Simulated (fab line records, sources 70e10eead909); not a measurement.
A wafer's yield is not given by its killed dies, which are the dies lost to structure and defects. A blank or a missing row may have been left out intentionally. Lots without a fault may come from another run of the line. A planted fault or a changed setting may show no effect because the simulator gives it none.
Comparing a struck lot with a sound one / flow nand-harc / 39 steps out of a route of 1302
Sound: these wafers, L119.1, L119.2, L119.5. Struck: wafer L122.4 (left out: L122.1, L122.5 of the same lot, which were not struck); the cause appears at the end.
Each step with rows lists, per side, the tool, then ch with its chambers, then its first start. Under that, the readings that differ: sound wafers / struck wafers / difference of the means / sigmas: that difference in standard deviations of wafers without a fault.
alike: words and numbers the same on both sides, and readings whose means are apart by under 2 such deviations; not compared: readings that were withheld, readings missing a value for some wafer, numbers with overlapping values and no deviation given by the record, and bounds like >300 which may hide the same value.
Wherever a step has rows on one side only, a row that says differs or no value, or a row with sigmas, the two part there. Numbers that don't overlap but have no deviation are shown without sigmas and don't part them. A reading that every wafer of one side lacks parts them only if that side has two wafers or more.

first, 4 steps without rows for these wafers: NHARC_A_BONDPAD_EBR_05; NHARC_A_BONDPAD_EXPOSE_06 (exposes mask A BPAD); NHARC_A_BONDPAD_PEB_07 (peb time 80 s); NHARC_A_BONDPAD_DEVELOP_08 (time 50 s).
NHARC_A_BONDPAD_CD_MEAS_09: the cd target is 500 nm.
  sound on cd-sem-03 ch 0, day 23 20:10; struck on cd-sem-03 ch 0, day 25 03:38
  alike: cd-nm
NHARC_A_BONDPAD_OVL_MEAS_35:
  sound on overlay-02, day 23 20:16; struck on overlay-02, day 25 03:44
reading=overlay-y-nm (nm); sound=8 9 9; struck=-9; difference=-18; sigmas=-3
  alike: overlay-x-nm
then, 1 step without rows for these wafers: NHARC_A_BONDPAD_HARDBAKE_10 (time 65 s).
NHARC_A_BONDPAD_DESCUM_11: chemistry O2, time 3 s.
  sound on rie-diel-06 ch 1,2,3, day 23 20:24; struck on rie-diel-06 ch 3, day 25 03:51
  alike: drypump-motor-current-A, oes-product-au, rf-vpp-V, showerhead-plenum-p-Torr, throttle-valve-pct
  not compared: rf-hours-counter-h
NHARC_A_BONDPAD_ETCH_34: etches the open film in N2/H2, target depth 60 nm, overetch 18 nm, time 65.91 s.
  sound on rie-diel-06 ch 1,2,3, day 23 20:29; struck on rie-diel-06 ch 1, day 25 03:56
  alike: drypump-motor-current-A, oes-product-au, rf-fwd-power-W, rf-vpp-V, showerhead-plenum-p-Torr, throttle-valve-pct
  not compared: rf-hours-counter-h
then, 1 step without rows for these wafers: NHARC_A_BONDPAD_ETCH_12 (etches the open film in CHF3/O2, target depth 220 nm, time 110 s).
NHARC_A_BONDPAD_CD_MEAS_13:
  sound on cd-sem-01, day 23 20:45; struck on cd-sem-01, day 25 04:10
  alike: cd-nm
then, 1 step without rows for these wafers: NHARC_A_BONDPAD_STRIP_15 (strips in O2).
NHARC_A_BONDPAD_ETCH_24: etches the open film in CF4/N2, target depth 30 nm, time 72.99 s.
  sound on rie-diel-12 ch 1,2,3, day 23 20:59; struck on rie-diel-12 ch 1, day 25 04:23
  alike: cf4-flow-sccm, drypump-motor-current-A, oes-product-au, rf-fwd-power-W, rf-vpp-V, showerhead-plenum-p-Torr, throttle-valve-pct
  not compared: rf-hours-counter-h
then, 1 step without rows for these wafers: NHARC_A_BONDPAD_STRIP_16 (strips in post etch residue remover, time 600 s).
NHARC_A_BONDPAD_DEGAS_25: time 60 s.
  sound on pvd-sputter-02, day 23 21:23; struck on pvd-sputter-03, day 25 04:47
  alike: heater-power-w
then, 1 step without rows for these wafers: NHARC_A_BONDPAD_PRE_CLEAN_26 (time 30 s).
NHARC_A_BONDPAD_PVD_17: deposits TaN, target thk 5 nm, time 8.06 s.
  sound on pvd-sputter-02; struck on pvd-sputter-03
  alike: chamber-pressure-pa, throttle-valve-pct
NHARC_A_BONDPAD_PVD_27: deposits Cu, target thk 30 nm, time 20.49 s.
  sound on pvd-sputter-02; struck on pvd-sputter-03
reading=chamber-pressure-pa (Pa); sound=4.992 5.027 5.012; struck=4.978; difference=-0.032; sigmas=-3
  alike: throttle-valve-pct
then, 3 steps without rows for these wafers: NHARC_A_BONDPAD_ECD_18 (material Cu, target thk 400 nm); NHARC_A_BONDPAD_ANNEAL_28 (time 90 s); NHARC_A_BONDPAD_CMP_19 (polishes, t overpolish 30 s, cu recess touch 16 s, target thk 169.82 nm).
NHARC_A_BONDPAD_THK_MEAS_20: measures by xrf.
  sound on film-metro-01, day 23 22:47; struck on film-metro-01, day 25 06:11
  alike: thk-nm
then, 6 steps without rows for these wafers: NHARC_A_BONDPAD_SRD_21 (time 30 s, dry time 20 s); NHARC_HYBRID_BOND_ACTIVATE_00 (chemistry N2, time 60 s); NHARC_HYBRID_BOND_PRECLEAN_01 (cleans in DIW, time 300 s); NHARC_HYBRID_BOND_SRD_02 (time 30 s, dry time 20 s); NHARC_HYBRID_BOND_BOND_03; NHARC_HYBRID_BOND_ANNEAL_04 (time 7200 s).
NHARC_HYBRID_BOND_OVL_MEAS_05:
  sound on overlay-02, day 24 05:26; struck on overlay-01, day 25 16:02
  alike: overlay-x-nm, overlay-y-nm
then, 2 steps without rows for these wafers: NHARC_THIN_TSV_GRIND_00; NHARC_THIN_TSV_CMP_01 (polishes).
NHARC_THIN_TSV_THK_MEAS_02: measures by ir.
  sound on film-metro-01, day 24 08:20; struck on film-metro-02, day 25 17:44
  alike: thk-nm
then, 6 steps without rows for these wafers: NHARC_THIN_TSV_SRD_03; NHARC_THIN_TSV_PRECLEAN_41 (cleans in SC1); NHARC_THIN_TSV_SRD_42; NHARC_THIN_TSV_DEP_43 (deposits SiO2, target thk 1328.5 nm); NHARC_THIN_TSV_DEHYDRATE_04 (time 120 s); NHARC_THIN_TSV_HMDS_05 (time 30 s).
NHARC_END_SORT_01:
  sound on prober-02 ch 0, day 24 23:28; struck on prober-01 ch 0, day 26 14:39
reading=defect-limited-yield (%); sound=89.7 89.8 94.1; struck=82.6; difference=-8.6; sigmas=-3
reading=killed-at-array; sound=66 63 38; struck=111; difference=+55; sigmas=+3
reading=killed-at-other; sound=0 0 0; struck=2; difference=+2; sigmas=+2
reading=killed-dies; sound=70 69 40; struck=118; difference=+58; sigmas=+3
reading=sort_bin_2_pct (%); sound=4.7 3.8 2.4; struck=6.4; difference=+2.8; sigmas=+3
reading=sort_bin_3_pct (%); sound=0.7 0.7 0.9; struck=3.7; difference=+2.9; sigmas=+9
reading=sort_bin_4_pct (%); sound=4.9 5.6 2.7; struck=7.4; difference=+3.0; sigmas=+2
reading=sort-n-pass; sound=607 608 637; struck=559; difference=-58; sigmas=-3
reading=sort-rim-yield-pct (%); sound=88 92 90; struck=73; difference=-17; sigmas=-4
reading=sort-yield-pct (%); sound=89.7 89.8 94.1; struck=82.6; difference=-8.6; sigmas=-3
  alike: killed-at-periphery, killed-open, killed-short

WHERE THEY PART
First at NHARC_A_BONDPAD_OVL_MEAS_35; last, within this record, at NHARC_END_SORT_01.

WHY: whatever the simulator had introduced
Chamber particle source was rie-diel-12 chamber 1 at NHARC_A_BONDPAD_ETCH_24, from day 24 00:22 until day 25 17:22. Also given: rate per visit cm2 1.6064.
